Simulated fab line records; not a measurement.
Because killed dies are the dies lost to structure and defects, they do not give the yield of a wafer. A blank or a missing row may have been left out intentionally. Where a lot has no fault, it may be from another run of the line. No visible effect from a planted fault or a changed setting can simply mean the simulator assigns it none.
Which tool was responsible? -- flow nandHarc -- 6 lots, 17 wafers sampled, at 5 steps of a route of 1302

WHAT THE GAUGES READ, wafer by wafer
NHARC_END_SORT_01.
lot -- measured -- on -- killedAtArray

EACH LOT AND THE TOOL THAT RAN IT (in order: tool; ch and the chambers of the sampled wafers; start)
lot,NHARC_P_GATE_DESCUM_48,NHARC_P_CONTACT_DEP_30,NHARC_P_CONTACT_CMP_01,NHARC_P_CONTACT_ETCH_35
L994,"rieDiel-04 ch 0,2, day 6 23:32","pecvd-04 ch 1,2, day 7 06:21","cmp-01 ch 1,2,3, day 7 07:07","rieDiel-08 ch 2,3, day 7 08:10"
L997,"rieDiel-11 ch 1,2, day 8 04:02","pecvd-04 ch 0,1,2, day 8 10:40","cmp-03 ch 2,3, day 8 11:17","rieDiel-05 ch 0,3, day 8 12:22"
L999,"rieDiel-11 ch 0,3, day 8 20:32","pecvd-04 ch 0,1,2, day 9 03:06","cmp-03 ch 0,1, day 9 03:43","rieDiel-05 ch 0,1,2, day 9 04:49"
L103,"rieDiel-04 ch 1,2, day 10 12:15","pecvd-01 ch 0,1, day 10 18:26","cmp-04 ch 0,2,3, day 10 19:27","rieDiel-08 ch 0,2,3, day 10 20:30"
L106,"rieDiel-04 ch 1,2,3, day 11 17:38","pecvd-01 ch 0,1, day 11 23:58","cmp-04 ch 1,3, day 12 00:40","rieDiel-08 ch 0,1,3, day 12 01:44"
L111,"rieDiel-04 ch 0, day 13 20:46","pecvd-04 ch 2, day 14 03:11","cmp-01 ch 2,3, day 14 03:50","rieDiel-08 ch 0,2, day 14 04:56"
- NHARC_P_GATE_DESCUM_48: chemistry O2, time 3 s.
- NHARC_P_CONTACT_DEP_30: deposits SiNx, target thk 30 nm.
- NHARC_P_CONTACT_CMP_01: polishes SiO2, target thk 200 nm.
- NHARC_P_CONTACT_ETCH_35: etches the open film in CF4, target depth 39 nm, time 65 s.

THE ANSWER, worked out from the rows above alone
Rule: what is usual is taken from the lots themselves. The widest of any qualifying gaps counts: lots, ordered by their means at a reading, are off when they make up no more than a third of the lots, leave a main group of 4 or more, and stand apart from it by 3 or more times the standard deviation of that group's means. The tables above print the reading to a certain number of digits; a main group whose means all agree to those digits is not used. A lot without any number at a reading at which 4 lots or more have one is off too. Any other lot the step has rows for is counted as sound.
None of the lots is off at any reading shown; this tells nothing.

WHAT THE SIMULATOR HAD PUT IN
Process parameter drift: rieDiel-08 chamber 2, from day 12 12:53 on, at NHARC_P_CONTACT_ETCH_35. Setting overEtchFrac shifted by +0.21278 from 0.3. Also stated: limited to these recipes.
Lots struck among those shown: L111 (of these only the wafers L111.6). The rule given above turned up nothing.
